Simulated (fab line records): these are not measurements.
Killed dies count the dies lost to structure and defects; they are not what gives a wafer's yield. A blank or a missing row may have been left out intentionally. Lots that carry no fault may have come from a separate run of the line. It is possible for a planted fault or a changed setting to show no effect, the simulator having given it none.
Chamber matching + flow n5 finfet + 4 sister chambers for N5_BEOL_M5_ETCH_61 on rie diel-02
The step etches SiARC in CF4, target depth 15.6 nm, time 26 s. 20 wafers are shown with their chamber, then 10 later ones without.

## WAFERS WITH THEIR CHAMBER
| wafer  | chamber | drypump motor current A (A) | showerhead plenum p Torr (Torr) | throttle valve pct (%) |
|--------|---------|-----------------------------|---------------------------------|------------------------|
| L074.1 | 1       | 5.4                         | 2.17                            | 15.2                   |
| L074.3 | 3       | 6.5                         | 2.26                            | 15.4                   |
| L074.6 | 0       | 5.1                         | 2.12                            | 15.9                   |
| L075.1 | 0       | 5.1                         | 2.12                            | 15.9                   |
| L075.4 | 2       | 6.6                         | 2.19                            | 15.1                   |
| L075.5 | 1       | 5.4                         | 2.16                            | 15.2                   |
| L077.1 | 3       | 6.6                         | 2.26                            | 15.4                   |
| L077.2 | 1       | 5.4                         | 2.16                            | 15.2                   |
| L077.4 | 0       | 5.1                         | 2.11                            | 15.9                   |
| L080.2 | 0       | 5.1                         | 2.11                            | 15.9                   |
| L080.3 | 2       | 6.6                         | 2.19                            | 15.1                   |
| L080.4 | 3       | 6.6                         | 2.26                            | 15.4                   |
| L079.1 | 2       | 6.7                         | 2.19                            | 15.1                   |
| L079.3 | 0       | 5.1                         | 2.11                            | 15.9                   |
| L079.5 | 1       | 5.4                         | 2.16                            | 15.2                   |
| L082.2 | 0       | 5.1                         | 2.11                            | 16.0                   |
| L082.3 | 3       | 6.6                         | 2.26                            | 15.4                   |
| L082.6 | 0       | 5.1                         | 2.11                            | 16.0                   |
| L087.2 | 1       | 5.4                         | 2.16                            | 15.3                   |
| L087.4 | 3       | 6.6                         | 2.26                            | 15.5                   |

SIGNATURES (means of the wafers above)
| reading                  | chamber 0 | chamber 1 | chamber 2 | chamber 3 | scatter within a chamber |
|--------------------------|-----------|-----------|-----------|-----------|--------------------------|
| drypump motor current A  | 5.100     | 5.400     | 6.633     | 6.580     | 0.0303                   |
| showerhead plenum p Torr | 2.1129    | 2.1620    | 2.1900    | 2.2600    | 0.00373                  |
| throttle valve pct       | 15.929    | 15.220    | 15.100    | 15.420    | 0.0435                   |
Rule: a wafer's distance from a chamber is the root of the sum, over the readings, of the square of ((its reading less the chamber's mean) divided by the reading's scatter). If the next closest chamber is less than 2 further off than the closest, the wafer can't be placed; otherwise it belongs to the closest. The scatter: the root of (the sum of the squares of (reading less its chamber's mean) over the shown wafers, divided by (wafers less chambers)).

## WAFERS WITHOUT THEIR CHAMBER
| wafer  | drypump motor current A (A) | showerhead plenum p Torr (Torr) | throttle valve pct (%) |
|--------|-----------------------------|---------------------------------|------------------------|
| L087.6 | 6.6                         | 2.26                            | 15.5                   |
| L091.4 | 5.4                         | 2.15                            | 15.3                   |
| L091.5 | 5.1                         | 2.11                            | 16.0                   |
| L091.6 | 5.4                         | 2.15                            | 15.3                   |
| L093.1 | 6.6                         | 2.25                            | 15.5                   |
| L093.3 | 5.1                         | 2.10                            | 16.0                   |
| L093.4 | 5.4                         | 2.15                            | 15.3                   |
| L097.1 | 6.5                         | 2.25                            | 15.5                   |
| L097.4 | 6.6                         | 2.17                            | 15.2                   |
| L097.6 | 5.4                         | 2.15                            | 15.3                   |

## EACH ONE'S CHAMBER
| wafer  | from the rows above | in truth |
|--------|---------------------|----------|
| L087.6 | 3                   | 3        |
| L091.4 | 1                   | 1        |
| L091.5 | 0                   | 0        |
| L091.6 | 1                   | 1        |
| L093.1 | 3                   | 3        |
| L093.3 | 0                   | 0        |
| L093.4 | 1                   | 1        |
| L097.1 | 3                   | 3        |
| L097.4 | 2                   | 2        |
| L097.6 | 1                   | 1        |
Correct placement for 10 of the 10. Not placeable from these rows: 0. Wrongly placed: 0.
